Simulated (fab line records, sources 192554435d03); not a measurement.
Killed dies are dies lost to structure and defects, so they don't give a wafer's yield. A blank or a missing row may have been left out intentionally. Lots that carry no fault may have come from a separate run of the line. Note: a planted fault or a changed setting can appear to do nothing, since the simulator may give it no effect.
fab line records	flow n5-finfet
record: lots: 8	wafers: 23	last-day: 20
route steps=1938 shown BEOL_M0_SAQP@637 BEOL_M0_CUTY@710 BEOL_M4@1111 PASSIVATION@1936
lots with no fault: from the same line, run without faults
start-h: hours from the record's first day to the start of the lot's first wafer shown	wait-h: hours from the lot's prior step to this one	" same as the row above	L1.1+2: a row that stands for several wafers	- either no value or no given start	* or withheld: withheld	< > ~ a bound
route shown NAME@n: names a module that has steps shown in the file, with the first one's number in the route	usual: mean/standard deviation taken from wafers without a fault	same: alike in all rows	chamber/n: place in a boat	sites: per-site readings	_std_site: how widely they spread, as a standard deviation	_edge_site: inner sites' mean taken away from outer sites' mean	radius-mm: how far each site lies from the wafer's centre	mask NAME#n: copy n	behind: the most recent tool/chamber to have shaped the wafer	hold: why the lot was held/for how many hours/how that ended	device: the transistor (n, p or np) that didn't switch	end of line: the tests these same wafers got at the end of their route	where a step has no rows: the recipe by itself	killed: at the first sort, the dies lost to defects and structure; wafer yield is something else	map: a wafer's dies, x killed, . not, _ none there
set.NAME: the run value of the setting; set.NAME@STEP: its run value at that earlier step	model.NAME: the simulator's own value behind a step, which no gauge read
steps of the route over a sample of lots; a table a step, a row a wafer
services: the hour from which a tool's chamber was out of use, counted from the record's first day as start-h (under 0 if before that day), plus the number of hours and why
== steps ==
step: N5_BEOL_M0_SAQP_PECVD_97
recipe: material: SiNx	target-thk-a: 230	temp-c: 350	precursor: SiH4/NH3/N2	pressure-torr: 1.5	rf-w: 300	time-s: 19.9
usual: chamber-pressure-Torr: 1.500/0.0035	heater-power-w: 579/79	showerhead-plenum-p-Torr: 5.15/0.076	throttle-valve-pct: 41/3.2
lot.wafer	tool	chamber	start-h	wait-h	chamber-pressure-Torr	heater-power-w	showerhead-plenum-p-Torr	throttle-valve-pct
L456.2	pecvd-01	0	108.36	0.0	1.500	572	5.13	42
L456.3	"	2	"	"	1.503	602	5.14	38
L456.5	"	1	"	"	1.500	420	5.15	40
L457.3	pecvd-04	2	114.37	0.0	1.503	640	5.00	38
L457.5	"	2	"	"	1.506	632	5.01	38
L457.6	"	0	"	"	1.501	494	5.29	41
L461.1	pecvd-01	2	134.71	0.0	1.503	542	5.15	38
L461.4	"	0	"	"	1.500	546	5.12	42
L461.6	"	1	"	"	1.503	462	5.14	41
L467.1	pecvd-01	2	171.97	0.0	1.506	608	5.14	38
L467.2	"	0	"	"	1.496	560	5.11	42
L467.4	"	1	"	"	1.499	434	5.13	40
L473.1	pecvd-02	1	209.48	0.0	1.499	611	5.15	41
L473.4	"	1	"	"	1.498	595	5.15	41
L473.5	"	0	"	"	1.499	715	5.22	40
L475.3	pecvd-04	2	223.40	0.0	1.497	547	5.00	39
L475.6	"	2	"	"	1.500	547	5.00	39
L478.2	pecvd-01	0	245.38	0.0	1.503	497	5.11	42
L478.3	"	2	"	"	1.499	630	5.15	38
L478.4	"	0	"	"	1.498	507	5.11	42
L479.1	pecvd-01	0	249.77	0.0	1.503	542	5.12	42
L479.4	"	1	"	"	1.502	479	5.12	40
L479.6	"	0	"	"	1.495	564	5.11	42
step: N5_BEOL_M0_SAQP_PECVD_04
recipe: material: a-Si	target-thk-a: 600	temp-c: 350	precursor: SiH4/He	pressure-torr: 3	rf-w: 100	time-s: 60.2
usual: chamber-pressure-Torr: 3.000/0.007	heater-power-w: 649/84	showerhead-plenum-p-Torr: 5.68/0.056	throttle-valve-pct: 18.7/1.5
lot.wafer	tool	chamber	start-h	wait-h	chamber-pressure-Torr	heater-power-w	showerhead-plenum-p-Torr	throttle-valve-pct
L456.2	pecvd-01	0	108.40	0.0	2.994	576	5.64	19.1
L456.3	"	2	"	"	2.996	672	5.66	17.3
L456.5	"	1	"	"	3.011	473	5.66	18.2
L457.3	pecvd-04	2	114.41	0.0	3.010	702	5.57	17.4
L457.5	"	2	"	"	3.007	702	5.56	17.5
L457.6	"	0	"	"	3.000	614	5.77	18.8
L461.1	pecvd-01	2	134.74	0.0	3.003	686	5.68	17.4
L461.4	"	0	"	"	2.987	607	5.65	19.0
L461.6	"	1	"	"	3.002	548	5.66	18.5
L467.1	pecvd-01	2	172.01	0.0	3.004	617	5.65	17.2
L467.2	"	0	"	"	2.993	591	5.65	19.2
L467.4	"	1	"	"	3.002	474	5.64	18.4
L473.1	pecvd-02	1	209.54	0.0	2.998	722	5.68	18.9
L473.4	"	1	"	"	2.995	730	5.68	18.8
L473.5	"	0	"	"	3.002	804	5.75	18.6
L475.3	pecvd-04	2	223.44	0.0	3.006	681	5.57	17.6
L475.6	"	2	"	"	2.999	649	5.57	17.6
L478.2	pecvd-01	0	245.42	0.0	2.992	641	5.66	19.1
L478.3	"	2	"	"	3.021	630	5.65	17.4
L478.4	"	0	"	"	3.001	656	5.64	19.3
L479.1	pecvd-01	0	249.81	0.0	3.004	630	5.65	19.2
L479.4	"	1	"	"	2.992	483	5.65	18.2
L479.6	"	0	"	"	2.995	606	5.66	19.3
step: N5_BEOL_M0_SAQP_HM_DEP_111
recipe: material: SiO2	target-thk-a: 120	temp-c: 400	precursor: SiH4/N2O	pressure-torr: 0.75	rf-w: 275	time-s: 7.2
usual: chamber-pressure-Torr: 0.7498/0.0016	heater-power-w: 823/110	showerhead-plenum-p-Torr: 8.19/0.14
lot.wafer	tool	chamber	start-h	wait-h	chamber-pressure-Torr	heater-power-w	showerhead-plenum-p-Torr
L456.2	pecvd-04	0	108.55	0.0	0.7470	821	8.46
L456.3	"	1	"	"	0.7513	804	8.18
L456.5	"	1	"	"	0.7518	797	8.16
L457.3	pecvd-02	1	114.54	0.0	0.7484	849	8.16
L457.5	"	2	"	"	0.7487	835	8.34
L457.6	"	0	"	"	0.7502	942	8.37
L461.1	pecvd-04	1	134.88	0.0	0.7465	805	8.16
L461.4	"	1	"	"	0.7460	784	8.17
L461.6	"	0	"	"	0.7477	806	8.44
L467.1	pecvd-01	2	172.14	0.0	0.7498	729	8.16
L467.2	"	1	"	"	0.7489	656	8.12
L467.4	"	0	"	"	0.7509	697	8.07
L473.1	pecvd-04	2	209.71	0.0	0.7517	862	7.87
L473.4	"	0	"	"	0.7477	736	8.42
L473.5	"	2	"	"	0.7527	855	7.88
L475.3	pecvd-02	1	223.60	0.1	0.7478	920	8.16
L475.6	"	0	"	"	0.7487	1008	8.32
L478.2	pecvd-04	2	245.55	0.0	0.7508	876	7.86
L478.3	"	1	"	"	0.7482	825	8.19
L478.4	"	0	"	"	0.7494	771	8.43
L479.1	pecvd-01	1	249.94	0.0	0.7490	609	8.13
L479.4	"	2	"	"	0.7524	907	8.16
L479.6	"	0	"	"	0.7519	741	8.10
step: N5_BEOL_M0_SAQP_INSPECT_16
recipe: mode: adi	inspect-instrument: brightfield
usual: raw-defect-count: 511/130
lot.wafer	tool	chamber	start-h	wait-h	raw-defect-count
L456.2	defect-inspect-02	-	108.92	0.0	775
L456.3	"	-	"	"	472
L456.5	"	-	"	"	490
L457.3	defect-inspect-01	-	114.92	0.0	663
L457.5	"	-	"	"	767
L457.6	"	-	"	"	471
L461.1	defect-inspect-02	-	135.25	0.0	570
L461.4	"	-	"	"	463
L461.6	"	-	"	"	526
L467.1	defect-inspect-02	-	172.64	0.0	2017
L467.2	"	-	"	"	721
L467.4	"	-	"	"	528
L473.1	defect-inspect-02	-	210.21	0.0	489
L473.4	"	-	"	"	472
L473.5	"	-	"	"	330
L475.3	defect-inspect-02	-	224.10	0.0	413
L475.6	"	-	"	"	564
L478.2	defect-inspect-02	-	246.05	0.0	1177
L478.3	"	-	"	"	679
L478.4	"	-	"	"	632
L479.1	defect-inspect-02	-	250.31	0.0	309
L479.4	"	-	"	"	400
L479.6	"	-	"	"	462
step: N5_BEOL_M0_SAQP_HM_OPEN_112
recipe: chemistry: CHF3/O2	target: SiO2	stop-on: a-Si	target-depth-a: 120	over-etch-frac: 1.25	mask-material: SOC	time-s: 13.5	pressure-mtorr: 30	source-w: 650	bias-w: 170	Ar_flow_sccm: 200	CHF3_flow_sccm: 50	O2_flow_sccm: 5	ion-energy-ev: 200	ends: end-point
usual: drypump-motor-current-A: 5.6/0.34	oes-product-au: 0.52/0.042	rf-vpp-V: 522/14	showerhead-plenum-p-Torr: 2.41/0.093	throttle-valve-pct: 18.81/0.18
lot.wafer	tool	chamber	start-h	wait-h	drypump-motor-current-A	oes-product-au	rf-hours-counter-h	rf-vpp-V	showerhead-plenum-p-Torr	throttle-valve-pct
L456.2	rie-diel-06	1	109.15	0.0	5.4	0.58	45	550	2.47	18.95
L456.3	"	2	"	"	5.9	0.55	86	507	2.24	18.75
L456.5	"	3	"	"	5.8	0.47	-	517	2.40	19.01
L457.3	rie-diel-02	1	115.26	0.0	5.4	0.57	-	534	2.55	18.57
L457.5	"	1	"	"	5.4	0.57	-	532	2.55	18.55
L457.6	"	2	"	"	5.6	0.50	-	506	2.41	18.84
L461.1	rie-diel-03	1	135.60	0.0	6.5	0.51	140	531	2.41	18.82
L461.4	"	3	"	"	4.9	0.50	165	526	2.50	19.14
L461.6	"	2	"	"	5.4	0.47	-	527	2.49	18.96
L467.1	rie-diel-03	2	172.87	0.0	5.4	0.46	216	527	2.49	18.99
L467.2	"	0	"	"	6.0	0.57	31	538	2.45	18.66
L467.4	"	1	"	"	6.4	0.51	-	530	2.41	18.85
L473.1	rie-diel-03	0	210.43	0.0	6.0	0.56	41	537	2.45	18.70
L473.4	"	2	"	"	5.4	0.45	-	525	2.48	19.01
L473.5	"	1	"	"	6.5	0.50	-	530	2.41	18.86
L475.3	rie-diel-02	3	224.33	0.0	5.7	0.48	208	515	2.27	18.92
L475.6	"	2	"	"	5.5	0.48	-	505	2.40	18.89
L478.2	rie-diel-06	0	246.38	0.0	5.5	0.58	35	511	2.35	18.43
L478.3	"	3	"	"	5.8	0.45	212	517	2.39	19.07
L478.4	"	1	"	"	5.4	0.54	81	549	2.46	19.00
L479.1	rie-diel-02	2	250.54	0.0	5.6	0.47	196	506	2.40	18.89
L479.4	"	3	"	"	5.7	0.48	215	515	2.27	18.95
L479.6	"	1	"	"	5.4	0.54	-	533	2.54	18.63
step: N5_BEOL_M0_SAQP_INSPECT_42
recipe: mode: adi	inspect-instrument: brightfield
usual: raw-defect-count: 276/74
lot.wafer	tool	chamber	start-h	wait-h	raw-defect-count
L456.2	defect-inspect-02	-	114.41	0.0	580
L456.3	"	-	"	"	316
L456.5	"	-	"	"	349
L457.3	defect-inspect-02	-	119.00	0.0	403
L457.5	"	-	"	"	257
L457.6	"	-	"	"	298
L461.1	defect-inspect-01	-	139.66	0.1	229
L461.4	"	-	"	"	300
L461.6	"	-	"	"	265
L467.1	defect-inspect-02	-	176.40	0.1	1675
L467.2	"	-	"	"	394
L467.4	"	-	"	"	213
L473.1	defect-inspect-02	-	214.20	0.1	339
L473.4	"	-	"	"	278
L473.5	"	-	"	"	292
L475.3	defect-inspect-02	-	228.56	0.2	325
L475.6	"	-	"	"	360
L478.2	defect-inspect-02	-	250.42	0.0	314
L478.3	"	-	"	"	244
L478.4	"	-	"	"	229
L479.1	defect-inspect-02	-	255.78	0.1	172
L479.4	"	-	"	"	275
L479.6	"	-	"	"	149
step: N5_BEOL_M0_CUTY_INSPECT_59
recipe: mode: adi	inspect-instrument: macro
usual: raw-defect-count: 1.9/1.3
lot.wafer	tool	chamber	start-h	wait-h	raw-defect-count
L456.2	defect-inspect-01	-	115.93	0.0	2
L456.3	"	-	"	"	2
L456.5	"	-	"	"	1
L457.3	defect-inspect-01	-	120.72	0.0	0
L457.5	"	-	"	"	2
L457.6	"	-	"	"	0
L461.1	defect-inspect-02	-	141.22	0.0	3
L461.4	"	-	"	"	2
L461.6	"	-	"	"	3
L467.1	defect-inspect-02	-	177.97	0.0	>300
L467.2	"	-	"	"	0
L467.4	"	-	"	"	2
L473.1	defect-inspect-02	-	215.73	0.0	1
L473.4	"	-	"	"	2
L473.5	"	-	"	"	4
L475.3	defect-inspect-02	-	229.96	0.0	2
L475.6	"	-	"	"	2
L478.2	defect-inspect-02	-	251.91	0.0	2
L478.3	"	-	"	"	3
L478.4	"	-	"	"	2
L479.1	defect-inspect-01	-	257.19	0.0	1
L479.4	"	-	"	"	1
L479.6	"	-	"	"	2
step: N5_BEOL_M4_RC_MEAS_101
usual: DIBL_N: 36.5/2.1	DIBL_P: 36.6/2.6	IOFF_N: 0.17/0.044	IOFF_P: 0.21/0.048	ION_N: 674/17	ION_P: 462/9.5	SS_N: 71.6/0.77	SS_P: 73.5/0.72	VT_N: 250/4.2	VT_P: -250/3.9
lot.wafer	tool	chamber	start-h	wait-h	DIBL_N[mV/V]	DIBL_P[mV/V]	IOFF_N[nA/um]	IOFF_P[nA/um]	ION_N[uA/um]	ION_P[uA/um]	SS_N[mV/dec]	SS_P[mV/dec]	VT_N[mV]	VT_P[mV]
L456.2	prober-02	0	194.37	0.2	36.8	36.2	0.19	0.25	686	468	71.4	74.0	246	-245
L456.3	"	0	"	"	34.5	33.7	0.15	0.22	673	466	71.3	73.4	252	-247
L456.5	"	0	"	"	35.9	34.8	0.18	0.22	683	469	71.5	73.4	245	-249
L457.3	prober-02	0	217.95	0.3	33.3	32.4	0.09	0.16	644	452	70.7	71.9	259	-254
L457.5	"	0	"	"	38.8	39.3	0.19	0.26	676	469	71.5	74.8	250	-247
L457.6	"	0	"	"	31.5	30.2	0.08	0.13	636	452	70.1	72.3	262	-256
L461.1	prober-02	0	236.60	0.0	34.7	35.1	0.13	0.16	675	459	70.9	73.1	255	-254
L461.4	"	0	"	"	36.8	38.1	0.17	0.21	687	468	71.0	73.9	249	-252
L461.6	"	0	"	"	32.4	33.0	0.10	0.15	657	460	70.7	71.7	254	-254
L467.1	prober-01	0	275.72	0.0	37.5	38.5	0.20	0.23	679	457	71.9	74.0	246	-251
L467.2	"	0	"	"	33.3	34.1	0.12	0.17	659	454	70.4	72.7	252	-254
L467.4	"	0	"	"	39.0	39.8	0.23	0.25	682	466	72.8	74.5	246	-247
L473.1	prober-01	0	299.93	0.0	37.2	36.8	0.19	0.27	692	484	72.1	74.2	245	-244
L473.4	"	0	"	"	33.4	33.5	0.13	0.20	670	467	70.7	73.6	251	-249
L473.5	"	0	"	"	35.6	34.8	0.16	0.23	662	469	71.8	73.9	249	-244
L475.3	prober-01	0	317.52	0.3	36.3	36.1	0.14	0.17	664	456	72.5	73.6	254	-256
L475.6	"	0	"	"	35.6	35.6	0.12	0.15	648	443	71.6	73.0	254	-259
L478.2	prober-02	0	339.48	0.2	34.4	33.6	0.13	0.17	667	457	70.5	72.3	250	-251
L478.3	"	0	"	"	36.6	36.6	0.17	0.22	691	472	71.7	73.8	249	-248
L478.4	"	0	"	"	37.4	37.9	0.18	0.24	679	468	71.6	73.5	250	-246
L479.1	prober-01	0	349.42	0.0	34.9	36.2	0.12	0.17	664	459	71.3	73.3	257	-256
L479.4	"	0	"	"	37.3	38.6	0.16	0.21	671	469	71.8	74.0	252	-251
L479.6	"	0	"	"	35.3	35.4	0.13	0.16	666	453	71.5	72.8	255	-258
step: N5_PASSIVATION_PROBE_49
usual: defect-limited-yield: 91.2/1.5	killed_at_M0_to_M3: 36/10	killed_at_M4_up: 14/5.2	killed-at-contacts: 12/6	killed-at-front-end: 37/10	killed-at-other: 4/3.3	killed-dies: 104/18	killed-on-rim: 14/4.1	killed-open: 68/14	killed-short: 34/7.4	sort_bin_5_function: 5.2/1	sort_bin_6_memory: 3.3/0.7	sort_bin_8_speed: 0.01/0.045	sort-n-pass: 1076/18	sort-yield-pct: 91.2/1.5
same: gross-dies: 1180	killed-at-back-side: 0	sort_bin_4_leakage[%]: 0
lot.wafer	tool	chamber	start-h	wait-h	defect-limited-yield[%]	killed_at_M0_to_M3	killed_at_M4_up	killed-at-contacts	killed-at-front-end	killed-at-other	killed-dies	killed-on-rim	killed-open	killed-short	sort_bin_5_function[%]	sort_bin_6_memory[%]	sort_bin_8_speed[%]	sort-n-pass	sort-yield-pct[%]
L467.1	prober-01	-	388.69	0.0	82.3	152	18	12	27	0	209	30	63	42	10.5	3.6	0	971	82.3
L467.2	prober-01	-	388.74	0.1	92.0	35	13	10	36	0	94	12	65	28	5.3	2.5	0	1086	92.0
L467.4	prober-01	-	388.84	0.2	92.8	26	11	11	35	2	85	2	57	28	3.6	3.5	0	1095	92.8
L479.1	prober-01	-	478.20	0.0	91.8	42	11	3	34	7	97	16	57	39	4.7	3.2	0	1083	91.8
L479.4	prober-01	-	478.35	0.2	90.2	32	16	13	49	6	116	20	72	43	5.9	3.4	0	1064	90.2
L479.6	prober-01	-	478.45	0.3	91.9	41	11	5	36	2	95	18	68	25	5.5	2.4	0	1085	91.9
killed by level:class
L467.1 BEOL_M0_SAQP:unspecified=104 BEOL_M3:geometric-particle:open=11 BEOL_M0_SAQP:geometric-particle:short=11 MOL_CONTACT_COAG:geometric-particle:open=9 STI_FIN_REVEAL:geometric-particle:open=6 BEOL_M0_SAQP:geometric-particle:open=6 BEOL_M4:geometric-particle:open=6 FIN_SAQP:geometric-particle:short=5
L467.2 BEOL_M3:geometric-particle:open=11 MOL_CONTACT_COAG:geometric-particle:open=8 BEOL_M1:geometric-particle:open=8 FIN_SAQP:geometric-particle:short=5 STI_FIN_REVEAL:geometric-particle:open=5 ILD0:geometric-particle:short=5 BEOL_M0_SAQP:geometric-particle:open=5 BEOL_M0_SAQP:geometric-particle:short=5
L467.4 MOL_CONTACT_COAG:geometric-particle:open=11 BEOL_M3:geometric-particle:open=10 FIN_SAQP:geometric-particle:open=8 STI_FIN_REVEAL:geometric-particle:open=8 FIN_SAQP:geometric-particle:short=7 GATE_CUT:geometric-particle:short=6 BEOL_M2:geometric-particle:open=6 BEOL_M0_SAQP:geometric-particle:open=3
L479.1 BEOL_M0_SAQP:geometric-particle:short=10 BEOL_M3:geometric-particle:open=9 BEOL_M0_SAQP:geometric-particle:open=8 STI_FIN_REVEAL:geometric-particle:open=7 FIN_SAQP:geometric-particle:short=6 FIN_SAQP:geometric-particle:open=5 BEOL_M1:geometric-particle:open=5 DUMMY_GATE:geometric-particle:open=4
L479.4 STI_FIN_REVEAL:geometric-particle:open=23 BEOL_M0_SAQP:geometric-particle:short=10 MOL_CONTACT_COAG:geometric-particle:open=8 STI_FIN_REVEAL:geometric-particle:short=6 BEOL_M1:geometric-particle:open=6 GATE_CUT:geometric-particle:open=5 MOL_CONTACT_COAG:geometric-particle:short=5 FIN_SAQP:geometric-particle:short=4
L479.6 BEOL_M3:geometric-particle:open=11 BEOL_M2:geometric-particle:open=8 BEOL_M0_SAQP:geometric-particle:open=6 FIN_SAQP:geometric-particle:open=5 STI_FIN_REVEAL:geometric-particle:open=5 DUMMY_GATE:geometric-particle:open=5 GATE_CUT:geometric-particle:open=5 MOL_CONTACT_COAG:geometric-particle:open=5
== services ==
tool	chamber	start-h	hours	kind
rie-diel-02	2	105.66	4.1	repair
pecvd-02	-	107.90	2.6	repair
rie-diel-02	0	109.46	16.2	repair
rie-diel-02	3	114.40	6.5	repair
rie-diel-03	1	114.46	10.7	repair
pecvd-01	0	126.68	2.1	scheduled-down
pecvd-01	1	132.36	2.1	scheduled-down
pecvd-04	-	137.39	14.6	pm
rie-diel-03	3	139.89	3.5	repair
rie-diel-02	2	162.48	6.6	repair
pecvd-04	-	162.72	5.5	pm
rie-diel-06	3	163.11	4.1	repair
pecvd-04	0	180.19	2.1	scheduled-down
pecvd-02	-	189.15	0.8	pm
pecvd-01	-	194.92	1.3	repair
rie-diel-03	3	200.07	23.7	repair
pecvd-02	2	202.38	-	clean
pecvd-02	2	202.38	-	consumable-replace:showerhead
pecvd-02	2	202.38	29.0	scheduled-down
pecvd-02	1	206.22	2.9	repair
rie-diel-03	2	220.43	3.6	repair
rie-diel-02	3	230.01	2.4	repair
pecvd-04	2	238.72	5.5	scheduled-down
pecvd-04	1	247.44	2.1	scheduled-down
== key ==
first-sign: step: N5_BEOL_M0_SAQP_INSPECT_16	reading: raw-defect-count	direction: up	sigmas: 12	usual: 511	struck: 2017
effect: step: N5_BEOL_M0_SAQP_INSPECT_42	reading: raw-defect-count	direction: up	sigmas: 19	usual: 276	struck: 1675
effect: step: N5_BEOL_M0_CUTY_INSPECT_59	reading: raw-defect-count	direction: up	sigmas: 99+	usual: 1.9	struck: >300
effect: step: N5_PASSIVATION_PROBE_49	reading: killed_at_M0_to_M3	direction: up	sigmas: 11	usual: 36	struck: 152
more-kills-born-at: N5_BEOL_M0_SAQP_PECVD_04@pecvd-01: 104
met-at N5_BEOL_M0_SAQP_PECVD_04
struck-lots L467
struck-wafers L467.1
not-acting-at N5_BEOL_M0_SAQP_PECVD_97,N5_BEOL_M0_SAQP_HM_DEP_111,N5_BEOL_M0_SAQP_HM_OPEN_112
onset-between 134.74 172.01
fault: kind: chamber-particle-source	tool: pecvd-01	chamber: 2	onset-h: 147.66	steps: N5_BEOL_M0_SAQP_PECVD_04	rate-per-visit-cm2: 2.1932	end-h: 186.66
